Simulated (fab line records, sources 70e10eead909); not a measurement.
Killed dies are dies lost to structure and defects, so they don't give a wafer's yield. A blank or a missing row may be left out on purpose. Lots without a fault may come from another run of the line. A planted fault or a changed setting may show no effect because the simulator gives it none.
fab line records | flow nand_harc
record lots=12 wafers=36 last_day=25
route steps=1159 shown A_STAIRCASE@533 END@1159
lots that met no fault: from a run of the same line without faults
start_h: hours from the record's first day to the start of the lot's first wafer shown | wait_h: hours since the lot's step before | " the same as in the row above | L1.1+2: a row that stands for several wafers | - no value, or no start given | * or withheld: withheld | < > ~ a bound
route shown NAME@n: a module of which the file shows steps, and the number in the route of the first | usual: mean/standard deviation of fault-free wafers | same: alike in all rows | chamber/n: place in a boat | sites: the reading at each site | _std_site: their standard deviation | _edge_site: outer sites' mean less inner sites' | radius_mm: how far each site lies from the wafer's centre | mask NAME#n: copy n | behind: the tool/chamber that last shaped the wafer | hold: why the lot was held/for how many hours/how that ended | device: the transistor (n, p or np) that didn't switch | end of line: the same wafers' tests at the end of the route | a step without rows: its recipe alone | killed: dies lost to structure and defects at the first sort, not the wafer's yield | map: a wafer's dies, x killed, . not, _ none there
set.NAME: the setting as run; set.NAME@STEP: as run at that earlier step | model.NAME: the simulator's own value behind a step, which no gauge read
steps of the route over a sample of lots; a table a step, a row a wafer
services: from which hour (start_h, from the record's first day; less than 0 if before it) a tool's chamber was out of use, for how many hours, and why
## steps
# step NHARC_A_STAIRCASE_STRIP_171
# recipe power_w=1500 temp_c=250 chemistry=O2
# usual drypump_motor_current_A=5.8/0.44 heater_power_w=362/24
# columns lot.wafer tool chamber start_h wait_h drypump_motor_current_A heater_power_w rf_hours_counter_h
L925.2 plasma_asher-01 1 250.96 - 6.1 349 18
L925.1 " 0 " " 5.2 310 18
L925.6 " 0 " " 5.2 314 -
L924.1 plasma_asher-02 0 255.42 - 5.6 390 42
L924.3 " 0 " " 5.6 387 -
L924.5 " 1 " " 6.3 375 -
L931.2 plasma_asher-02 0 289.82 - 5.6 388 52
L931.1 " 1 " " 6.3 373 52
L931.5 " 0 " " 5.6 387 -
L936.2 plasma_asher-02 1 323.73 - 6.3 368 62
L936.1 " 0 " " 5.6 391 62
L936.4 " 0 " " 5.6 384 -
L933.2 plasma_asher-02 1 324.40 - 6.3 373 63
L933.5 " 0 " " 5.6 392 -
L933.6 " 1 " " 6.3 368 -
L935.1 plasma_asher-01 0 326.89 - 5.2 322 11
L935.2 " 1 " " 6.2 358 11
L935.3 " 0 " " 5.2 335 -
L938.1 plasma_asher-02 1 336.02 - 6.3 381 67
L938.3 " 0 " " 5.6 391 -
L938.5 " 1 " " 6.4 365 -
L937.3 plasma_asher-02 1 339.82 - 6.3 381 -
L937.6 " 0 " " 5.6 377 -
L937.5 " 1 " " 6.3 368 -
L940.1 plasma_asher-01 1 339.85 - 6.2 351 15
L940.3 " 1 " " 6.1 359 -
L940.4 " 0 " " 5.2 319 -
L941.1 plasma_asher-02 1 344.54 - 6.3 371 70
L941.4 " 1 " " 6.3 369 -
L941.3 " 0 " " 5.6 389 -
L944.1 plasma_asher-01 1 361.87 - 6.2 356 24
L944.2 " 0 " " 5.2 321 24
L944.3 " 1 " " 6.2 365 -
L945.1 plasma_asher-02 1 373.65 - 6.3 378 1
L945.4 " 0 " " 5.6 370 -
L945.3 " 1 " " 6.3 361 -
# step NHARC_A_STAIRCASE_DESCUM_11
# recipe time_s=3 o2_flow_sccm=200 ar_flow_sccm=0 bias_power_w=0 chemistry=O2
# usual drypump_motor_current_A=5.8/0.41 oes_product_au=0.992/0.011 rf_vpp_V=57.8/0.87 showerhead_plenum_p_Torr=1.90/0.067 throttle_valve_pct=11.312/0.0094
# columns lot.wafer tool chamber start_h wait_h drypump_motor_current_A oes_product_au rf_hours_counter_h rf_vpp_V showerhead_plenum_p_Torr throttle_valve_pct
L925.1 rie_diel-02 2 252.48 - 5.7 1.002 32 57.4 1.88 11.320
L925.2 " 0 " " 6.0 0.995 36 56.4 1.80 11.306
L925.6 " 2 " " 5.7 1.004 - 57.3 1.88 11.329
L924.1 rie_diel-06 3 256.82 - 6.4 1.002 3 57.1 1.88 11.326
L924.3 " 1 " " 5.1 0.988 2 58.9 1.90 11.298
L924.5 " 0 " " 5.6 0.987 - 59.8 1.91 11.310
L931.2 rie_diel-01 0 291.35 - 5.8 0.969 60 59.7 1.98 11.308
L931.1 " 2 " " 5.2 0.993 62 58.1 1.96 11.307
L931.5 " 3 " " 6.6 0.993 - 59.0 2.00 11.318
L936.1 rie_diel-02 0 325.14 - 5.9 0.986 58 56.7 1.80 11.294
L936.4 " 1 " " 6.1 0.980 55 59.4 2.01 11.304
L936.2 " 3 " " 6.0 1.002 64 57.4 1.80 11.323
L933.2 rie_diel-06 1 325.77 - 5.1 0.993 25 56.2 1.89 11.295
L933.5 " 0 " " 5.6 0.984 - 56.5 1.90 11.315
L933.6 " 1 " " 5.1 0.997 - 57.4 1.89 11.323
L935.1 rie_diel-01 3 328.28 - 6.6 1.004 1 58.8 2.00 11.310
L935.2 " 0 " " 5.8 0.990 1 57.3 1.98 11.314
L935.3 " 2 " " 5.2 1.014 1 58.3 1.96 11.308
L938.3 rie_diel-06 1 337.36 - 5.0 0.983 31 57.6 1.89 11.310
L938.1 " 2 " " 5.9 1.000 32 57.6 1.89 11.320
L938.5 " 2 " " 5.9 0.994 - 58.1 1.89 11.312
L937.3 rie_diel-02 3 341.22 - 6.0 0.999 2 57.7 1.79 11.329
L937.5 " 0 " " 5.9 1.007 - 56.9 1.80 11.316
L937.6 " 1 " " 6.1 0.992 - 57.8 2.01 11.304
L940.3 rie_diel-06 3 341.37 - 6.4 1.002 23 56.3 1.88 11.304
L940.1 " 0 " " 5.6 0.977 34 56.9 1.90 11.308
L940.4 " 2 " " 5.9 0.986 35 59.6 1.89 11.298
L941.3 rie_diel-01 1 346.08 - 5.0 1.027 8 57.2 1.86 11.313
L941.4 " 2 " " 5.2 1.026 9 58.4 1.96 11.298
L941.1 " 3 " " 6.6 1.003 9 57.4 1.99 11.311
L944.1 rie_diel-06 3 363.38 - 6.4 0.998 36 55.9 1.87 11.315
L944.3 " 0 " " 5.6 0.984 47 58.4 1.90 11.320
L944.2 " 2 " " 5.9 0.998 45 58.7 1.88 11.307
L945.3 rie_diel-02 2 375.12 - 5.7 0.989 14 57.4 1.86 11.320
L945.4 " 3 " " 6.0 0.992 14 57.0 1.79 11.315
L945.1 " 0 " " 5.9 0.994 11 56.8 1.79 11.335
# step NHARC_A_STAIRCASE_ETCH_13
# recipe target_depth_a=1000 time_s=40.5 ion_energy_ev=400 c4f8_flow_sccm=20 o2_flow_sccm=10 ar_flow_sccm=withheld rf_w=600 bias_w=1000 chemistry=C4F8/O2
# usual bias_w=1000/3.2 chamber_pressure_mTorr=24.999/0.02 oes_product_au=0.935/0.015 rf_vpp_V=895/4.2
# columns lot.wafer tool chamber start_h wait_h bias_w chamber_pressure_mTorr oes_product_au rf_hours_counter_h rf_vpp_V
L925.1 rie_diel-02 3 - - 1001 25.017 0.952 36 890
L925.2 " 1 " " 999 25.010 0.915 33 903
L925.6 " 2 " " 1005 25.003 0.942 - 893
L924.3 rie_diel-06 2 - - 996 25.002 0.913 3 896
L924.1 " 0 " " 998 25.029 0.913 3 894
L924.5 " 2 " " 996 25.025 0.916 - 895
L931.1 rie_diel-01 1 - - 1001 24.987 0.945 61 893
L931.2 " 2 " " 1005 25.008 0.939 62 899
L931.5 " 1 " " 1000 24.974 0.932 - 894
L936.2 rie_diel-02 0 - - 1002 25.020 0.935 58 889
L936.1 " 1 " " 1000 25.025 0.912 55 903
L936.4 " 3 " " 1000 24.995 0.937 64 889
L933.2 rie_diel-06 1 - - 1001 24.985 0.939 25 894
L933.6 " 3 " " 1000 24.950 0.941 - 894
L933.5 " 0 " " 1004 25.000 0.929 - 895
L935.1 rie_diel-01 3 - - 1000 24.979 0.949 1 900
L935.2 " 0 " " 1001 24.999 0.943 1 900
L935.3 " 1 " " 1004 24.979 0.970 1 892
L938.1 rie_diel-06 3 - - 999 24.984 0.958 21 893
L938.3 " 2 " " 1000 24.976 0.934 33 895
L938.5 " 0 " " 999 24.972 0.945 - 897
L937.3 rie_diel-02 3 - - 999 24.998 0.939 2 888
L937.6 " 0 " " 992 24.996 0.933 - 891
L937.5 " 1 " " 999 24.963 0.912 - 900
L940.1 rie_diel-06 0 - - 1002 25.017 0.936 35 897
L940.3 " 1 " " 1001 25.003 0.942 33 895
L940.4 " 2 " " 997 24.961 0.956 35 895
L941.1 rie_diel-01 0 - - 1001 24.967 0.927 9 900
L941.4 " 1 " " 999 25.002 0.938 9 892
L941.3 " 3 " " 1002 25.007 0.929 10 901
L944.2 rie_diel-06 2 - - 1002 25.004 0.950 46 893
L944.3 " 3 " " 998 24.993 0.961 36 892
L944.1 " 1 " " 1000 25.047 0.929 43 895
L945.4 rie_diel-02 2 - - 997 24.980 0.941 14 893
L945.1 " 3 " " 999 24.984 0.961 15 887
L945.3 " 0 " " 1001 25.025 0.953 11 887
# step NHARC_A_STAIRCASE_ETCH_17
# recipe target_depth_a=1000 time_s=40.5 ion_energy_ev=400 c4f8_flow_sccm=20 o2_flow_sccm=10 ar_flow_sccm=withheld rf_w=600 bias_w=1000 chemistry=C4F8/O2
# usual bias_w=1000.1/3 chamber_pressure_mTorr=25.000/0.025 oes_product_au=0.935/0.012 rf_vpp_V=895/4.2
# columns lot.wafer tool chamber start_h wait_h bias_w chamber_pressure_mTorr oes_product_au rf_hours_counter_h rf_vpp_V
L925.1 rie_diel-02 0 253.17 - 997.2 25.010 0.935 36 889
L925.2 " 3 " " 1001.0 24.985 0.949 37 888
L925.6 " 0 " " 999.3 25.042 0.934 - 888
L924.3 rie_diel-06 3 257.88 - 993.2 24.957 0.934 3 894
L924.1 " 1 " " 997.0 24.989 0.940 2 894
L924.5 " 3 " " 997.8 25.011 0.944 - 894
L931.1 rie_diel-01 1 292.16 - 1000.4 25.018 0.952 61 893
L931.2 " 0 " " 1002.3 24.983 0.910 60 899
L931.5 " 1 " " 1002.0 25.005 0.943 - 893
L936.2 rie_diel-02 3 325.85 - 1002.6 25.014 0.962 64 889
L936.4 " 0 " " 997.8 25.008 0.943 59 889
L936.1 " 1 " " 1001.7 24.977 0.942 55 902
L933.2 rie_diel-06 3 326.47 - - - - - -
L933.5 " 2 " " - - - - -
L933.6 " 3 " " - - - - -
L935.2 rie_diel-01 2 329.03 - - - - - -
L935.3 " 3 " " - - - - -
L935.1 " 0 " " - - - - -
L938.3 rie_diel-06 2 339.54 - 1003.2 25.039 0.918 35 894
L938.1 " 3 " " 1000.9 24.979 0.941 23 895
L938.5 " 2 " " 999.8 24.997 0.927 - 894
L937.3 rie_diel-02 3 341.95 - 1000.3 25.000 0.937 2 889
L937.6 " 3 " " 1000.3 24.991 0.945 - 889
L937.5 " 0 " " 996.5 25.003 0.935 - 888
L940.3 rie_diel-06 0 342.37 - 999.5 24.968 0.942 35 895
L940.1 " 1 " " 994.6 25.001 0.934 33 894
L940.4 " 2 " " 1001.8 24.980 0.927 36 894
L941.4 rie_diel-01 1 347.49 - 991.4 25.036 0.944 9 892
L941.1 " 3 " " 1000.7 24.976 0.935 10 902
L941.3 " 0 " " 999.2 24.996 0.931 10 899
L944.1 rie_diel-06 3 364.12 - 992.6 24.999 0.941 36 893
L944.2 " 0 " " 998.0 24.982 0.924 47 895
L944.3 " 2 " " 997.5 25.008 0.944 46 895
L945.4 rie_diel-02 3 375.81 - 998.7 24.991 0.930 15 889
L945.1 " 1 " " 1003.9 25.001 0.932 15 901
L945.3 " 2 " " 997.7 25.018 0.945 14 891
# step NHARC_END_SORT_01
# recipe temp_c=25
# usual killed_at_array=29/10 killed_at_other=0.7/1.1 killed_at_periphery=3.3/2.4 killed_dies=33/11 killed_open=3.3/2 killed_short=1.9/1.3
# same gross_dies=677
# columns lot.wafer tool chamber start_h wait_h killed_at_array killed_at_other killed_at_periphery killed_dies killed_open killed_short
L931.1 prober-02 0 498.08 2.5 26 0 0 26 8 3
L931.2 prober-02 0 498.90 2.8 17 1 5 23 7 2
L931.5 prober-02 0 501.34 3.8 19 0 2 21 7 2
L935.1 prober-02 0 540.65 2.5 670 2 5 677 4 4
L935.2 prober-02 0 541.45 2.8 664 1 12 677 1 1
L935.3 prober-02 0 542.24 3.1 673 0 4 677 3 0
L933.2 prober-01 0 550.37 2.8 671 2 4 677 2 0
L933.5 prober-01 0 552.77 3.7 669 1 7 677 9 2
L933.6 prober-01 0 553.57 4.0 671 1 5 677 2 1
L938.1 prober-02 0 557.75 2.5 40 0 2 42 1 3
L938.3 prober-02 0 559.36 3.1 40 3 2 45 4 3
L938.5 prober-02 0 560.96 3.7 50 0 7 57 5 1
L937.3 prober-01 0 559.36 3.1 16 0 5 21 3 2
L937.5 prober-01 0 560.96 3.7 14 1 6 21 6 2
L937.6 prober-01 0 561.77 4.0 13 0 0 13 2 1
# killed by level:class
L931.1 A_STAIRCASE:chamber_film_flake=8 A_CONTACT:geometric_particle:open=3 A_CHANNEL_HOLE_D1:chamber_film_flake=3 A_CHANNEL_HOLE_D1:geometric_particle:open=2 A_WL_FILL:geometric_particle:short=2 A_M0:geometric_particle:open=2 A_WL_FILL:geometric_particle:open=1 A_CONTACT:geometric_particle:short=1
L931.2 A_STAIRCASE:chamber_film_flake=6 A_CONTACT:chamber_film_flake=4 P_CONTACT:geometric_particle:open=3 A_CONTACT:geometric_particle:open=2 A_CHANNEL_HOLE_D1:chamber_film_flake=2 P_CONTACT:geometric_particle:short=1 P_M1:geometric_particle:open=1 A_ONON_D1:geometric_particle:open=1
L931.5 A_CONTACT:chamber_film_flake=4 A_CHANNEL_HOLE_D1:chamber_film_flake=3 A_STAIRCASE:chamber_film_flake=3 A_WL_FILL:geometric_particle:open=2 A_M0:geometric_particle:open=2 P_CONTACT:geometric_particle:open=1 A_SGD_CUT:geometric_particle:open=1 A_WL_FILL:geometric_particle:short=1
L935.1 A_STAIRCASE:area_etch=635 A_CHANNEL_HOLE_D1:chamber_film_flake=19 A_ZERO_WELL:chamber_film_flake=4 A_CONTACT:chamber_film_flake=3 A_STAIRCASE:chamber_film_flake=3 THIN_TSV:chamber_film_flake=2 P_CONTACT:geometric_particle:short=1 P_M2:geometric_particle:short=1
L935.2 A_STAIRCASE:area_etch=635 A_CHANNEL_HOLE_D1:chamber_film_flake=22 P_GATE:chamber_film_flake=6 A_CONTACT:chamber_film_flake=4 P_M1:chamber_film_flake=2 A_STAIRCASE:chamber_film_flake=2 P_GATE:geometric_particle:open=1 P_GATE:geometric_particle:short=1
L935.3 A_STAIRCASE:area_etch=647 A_CHANNEL_HOLE_D1:chamber_film_flake=21 A_CONTACT:chamber_film_flake=2 P_CONTACT:geometric_particle:open=1 P_M0:geometric_particle:open=1 A_WL_FILL:geometric_particle:open=1 P_GATE:chamber_film_flake=1 P_M1:chamber_film_flake=1
L933.2 A_STAIRCASE:area_etch=642 A_SLIT:chamber_film_flake=14 A_CHANNEL_HOLE_D1:chamber_film_flake=9 A_CONTACT:chamber_film_flake=5 THIN_TSV:chamber_film_flake=2 P_CONTACT:geometric_particle:open=1 A_SOURCE_PLATE:geometric_particle:open=1 P_STI:chamber_film_flake=1
L933.5 A_STAIRCASE:area_etch=631 A_SLIT:chamber_film_flake=16 A_CHANNEL_HOLE_D1:chamber_film_flake=11 A_CONTACT:chamber_film_flake=3 P_STI:geometric_particle:open=2 P_CONTACT:geometric_particle:open=2 P_CONTACT:chamber_film_flake=2 A_CHANNEL_FILL_D1:geometric_particle:open=1
L933.6 A_STAIRCASE:area_etch=646 A_SLIT:chamber_film_flake=17 P_M1:chamber_film_flake=3 A_CHANNEL_HOLE_D1:chamber_film_flake=3 A_CONTACT:chamber_film_flake=3 P_GATE:geometric_particle:open=1 A_SGD_CUT:geometric_particle:short=1 A_WL_FILL:geometric_particle:open=1
L938.1 A_CHANNEL_HOLE_D1:chamber_film_flake=20 A_SLIT:chamber_film_flake=15 P_GATE:geometric_particle:short=1 A_CHANNEL_FILL_D1:geometric_particle:open=1 A_STAIRCASE:geometric_particle:short=1 A_WL_FILL:geometric_particle:short=1 P_M2:chamber_film_flake=1 A_STAIRCASE:chamber_film_flake=1
L938.3 A_CHANNEL_HOLE_D1:chamber_film_flake=22 A_SLIT:chamber_film_flake=13 A_BLC:geometric_particle:open=2 THIN_TSV:chamber_film_flake=2 P_CONTACT:geometric_particle:open=1 A_ONON_D1:geometric_particle:short=1 A_SGD_CUT:geometric_particle:short=1 A_CONTACT:geometric_particle:open=1
L937.3 A_CHANNEL_HOLE_D1:chamber_film_flake=6 P_M2:chamber_film_flake=3 A_CONTACT:chamber_film_flake=3 A_SGD_CUT:chamber_film_flake=2 P_CONTACT:geometric_particle:open=1 A_ONON_D1:geometric_particle:open=1 A_WL_FILL:geometric_particle:short=1 A_M0:geometric_particle:short=1
L938.5 A_CHANNEL_HOLE_D1:chamber_film_flake=24 A_SLIT:chamber_film_flake=19 P_M2:chamber_film_flake=3 A_CONTACT:geometric_particle:open=2 P_STI:chamber_film_flake=2 P_GATE:geometric_particle:open=1 A_ONON_D1:geometric_particle:open=1 A_WL_FILL:geometric_particle:open=1
L937.5 P_M2:chamber_film_flake=3 A_CHANNEL_HOLE_D1:chamber_film_flake=3 A_CONTACT:chamber_film_flake=3 A_CONTACT:geometric_particle:open=2 A_SGD_CUT:chamber_film_flake=2 P_CONTACT:geometric_particle:open=1 P_M0:geometric_particle:open=1 A_CHANNEL_FILL_D1:geometric_particle:open=1
L937.6 A_CHANNEL_HOLE_D1:chamber_film_flake=6 A_CONTACT:chamber_film_flake=2 A_WL_FILL:geometric_particle:short=1 A_BLC:geometric_particle:open=1 A_M0:geometric_particle:open=1 A_SGD_CUT:chamber_film_flake=1 A_SLIT:chamber_film_flake=1
## services
# columns tool chamber start_h hours kind
rie_diel-06 3 237.56 - consumable_replace:focus_ring
rie_diel-06 3 237.56 9.0 scheduled_down
rie_diel-06 3 237.56 9.0 vent_cycle
rie_diel-06 - 241.28 9.0 pm
rie_diel-06 0 241.28 9.0 vent_cycle
rie_diel-06 1 241.28 9.9 vent_cycle
rie_diel-06 2 241.28 9.0 vent_cycle
rie_diel-06 0 250.28 - clean
rie_diel-06 0 250.28 - consumable_replace:focus_ring
rie_diel-06 2 250.28 - clean
rie_diel-06 3 250.28 - clean
rie_diel-06 3 261.21 33.1 repair
rie_diel-06 - 267.38 0.8 repair
rie_diel-06 0 275.18 - clean
rie_diel-06 1 275.18 - clean
rie_diel-06 2 275.18 - clean
plasma_asher-01 - 276.62 9.0 pm
rie_diel-06 2 280.77 1.3 repair
rie_diel-06 0 299.68 - clean
plasma_asher-01 - 309.51 4.4 repair
rie_diel-01 - 314.80 9.0 pm
rie_diel-02 - 327.70 9.0 pm
plasma_asher-02 - 360.03 9.0 pm
rie_diel-02 0 369.04 2.8 repair
## key
first_sign step=NHARC_A_STAIRCASE_ETCH_17 reading=tool_record direction=missing
effect step=NHARC_END_SORT_01 reading=killed_at_array direction=up sigmas=63 usual=29 struck=670
more_kills_born_at NHARC_A_STAIRCASE_ETCH_17@rie_diel-06=1920 NHARC_A_STAIRCASE_ETCH_17@rie_diel-01=1917
met_at NHARC_A_STAIRCASE_ETCH_17
struck_lots L933,L935
later_rows_left_out L933.2,L933.5,L933.6,L935.1,L935.2,L935.3
tester_left_out L933,L935
not_acting_at NHARC_A_STAIRCASE_STRIP_171,NHARC_A_STAIRCASE_DESCUM_11,NHARC_A_STAIRCASE_ETCH_13
onset_between 292.16 326.47
fault kind=skipped_step_whole tool=rie_diel-01,rie_diel-06 chamber=- onset_h=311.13 steps=NHARC_A_STAIRCASE_ETCH_17 scope=struck_lots_only
# tester_left_out: of these lots the tester's yield and bins aren't shown, on N5 and GAA mostly nor the transistor test; their killed dies are dies lost to structure and defects alone, not to doping, threshold or leakage, so they don't give the yield
# later_rows_left_out: the simulator's readings of these wafers behind a module that went badly wrong aren't trusted and aren't shown, but for the sort
